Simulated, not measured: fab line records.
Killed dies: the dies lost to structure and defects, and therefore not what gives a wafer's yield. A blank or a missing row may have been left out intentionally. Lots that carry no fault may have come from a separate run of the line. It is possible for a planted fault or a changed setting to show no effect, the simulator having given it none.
Split-lot experiment -- flow n5-finfet -- 7 lots, 21 wafers read, on a route of 1938 steps

== THE SPLIT ==
At N5_FIN_CUT_EXPOSE_05 (exposes mask FIN CUT), the setting dose-mj was moved away from the recipe's 45.75 on 7 of the 21 wafers read, by -3.6% to +7.4%. This setting was run at the recipe's value on the other wafers.

== FROM THE SPLIT TO THE READING: what the file shows between them, 4 steps ==
- N5_FIN_CUT_PEB_06: peb time 60 s
- N5_FIN_CUT_DEVELOP_07: develop time 30 s
- N5_FIN_CUT_DESCUM_13: chemistry O2, time 7 s
- N5_FIN_CUT_ETCH_30: etches underlayer in N2/H2, target depth 13 nm, time 10.4 s

== THE READING ==
FIN_CUT.cd-offset-nm (the simulator's own value, which no gauge read), in nm, at N5_FIN_CUT_ETCH_20 (etches SiARC in CF4, target depth 26 nm, time 43.3 s). There is no usual value for it anywhere in the file. The 14 wafers here that ran the recipe average 0.0 nm, standard deviation 0.21 nm.

wafer,"tool, chamber at the split",dose-mj as run,against the recipe,"FIN_CUT.cd-offset-nm, nm",against lot-mates on the recipe
L074.1,"euv-scanner-02, 0",48.29,+5.6%,1,+0.8
L074.4,"euv-scanner-02, 0",45.75,recipe,-0.2,-
L074.6,"euv-scanner-02, 0",45.75,recipe,0.6,-
L077.1,"euv-scanner-02, 0",49.13,+7.4%,1.2,+1.2
L077.3,"euv-scanner-02, 0",49.13,+7.4%,1.2,+1.2
L077.5,"euv-scanner-02, 0",45.75,recipe,0,-
L079.1,"euv-scanner-02, 0",45.75,recipe,0.2,-
L079.4,"euv-scanner-02, 0",45.75,recipe,0.2,-
L079.3,"euv-scanner-02, 0",45.75,recipe,0,-
L081.1,"euv-scanner-01, 0",45.75,recipe,-0.2,-
L081.3,"euv-scanner-01, 0",45.75,recipe,0,-
L081.6,"euv-scanner-01, 0",48.24,+5.4%,1,+1.1
L087.1,"euv-scanner-02, 0",45.75,recipe,0.2,-
L087.2,"euv-scanner-02, 0",44.1,-3.6%,-0.6,-0.7
L087.3,"euv-scanner-02, 0",45.75,recipe,0,-
L088.2,"euv-scanner-02, 0",45.75,recipe,0,-
L088.3,"euv-scanner-02, 0",45.75,recipe,-0.2,-
L088.6,"euv-scanner-02, 0",45.75,recipe,-0.2,-
L092.1,"euv-scanner-02, 0",45.75,recipe,0,-
L092.5,"euv-scanner-02, 0",47.72,+4.3%,1.2,+1.2
L092.6,"euv-scanner-02, 0",47.72,+4.3%,0.8,+0.8

THE FIT
A straight line over all 21 wafers: FIN_CUT.cd-offset-nm changes by +0.174 nm for each +1% of dose-mj; r = +0.93; the points scatter about the line by 0.21 nm.
The same after taking each lot's own level away (the mean of its wafers on the recipe; 21 wafers): +0.178 nm for each +1%; r = +0.94; scatter 0.19 nm.
According to that fit, moving dose-mj by its largest amount changes the reading by 1.3 nm.
Measured against the standard deviation above, the lots' own levels, which go from -0.13 to 0.20 nm, span 1.6 times it.
Hence the lot-to-lot level has little effect on the slope; both slopes agree.
Check: for one of the wafers moved furthest among these (+7.4%), held out of the fit, the line's prediction against its lot-mates is +1.36 nm. Against them it came out at +1.2 nm.

== ADDITIONAL SPLITS CARRIED BY THESE WAFERS ==
Note: prior to the reading, these wafers also went through further splits. Each is held against what the fit with the lots' levels taken away leaves over:
other split on the same wafers,wafers away from the commonest value,r with FIN_CUT.cd-offset-nm (lot level and that fit taken away)
N5_WELL_APT_PEB_23 peb-time-s,9,+0.24
N5_WELL_APT_DEVELOP_24 develop-time-s,7,+0.18
N5_FIN_SAQP_PECVD_06 time-s,9,+0.06
N5_FIN_SAQP_COAT_49 spin-rpm,7,-0.29

== THE WHOLE CHAIN: every reading that the file lists as answering this split, in the file's order ==
step,what it does,reading,change (the file's fit),r (the file's)
N5_FIN_CUT_ETCH_30,"etches underlayer in N2/H2, target depth 13 nm, time 10.4 s","FIN_CUT.cd-offset-nm (the simulator's own value, which no gauge read)",+0.166 nm for each +1% of the setting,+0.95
N5_FIN_CUT_ETCH_20,"etches SiARC in CF4, target depth 26 nm, time 43.3 s","FIN_CUT.cd-offset-nm (the simulator's own value, which no gauge read)",+0.178 nm for each +1% of the setting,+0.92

== THE FILE'S OWN FIT ==
FIN_CUT.cd-offset-nm changes by +0.178 nm for each +1% of dose-mj, r = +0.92.
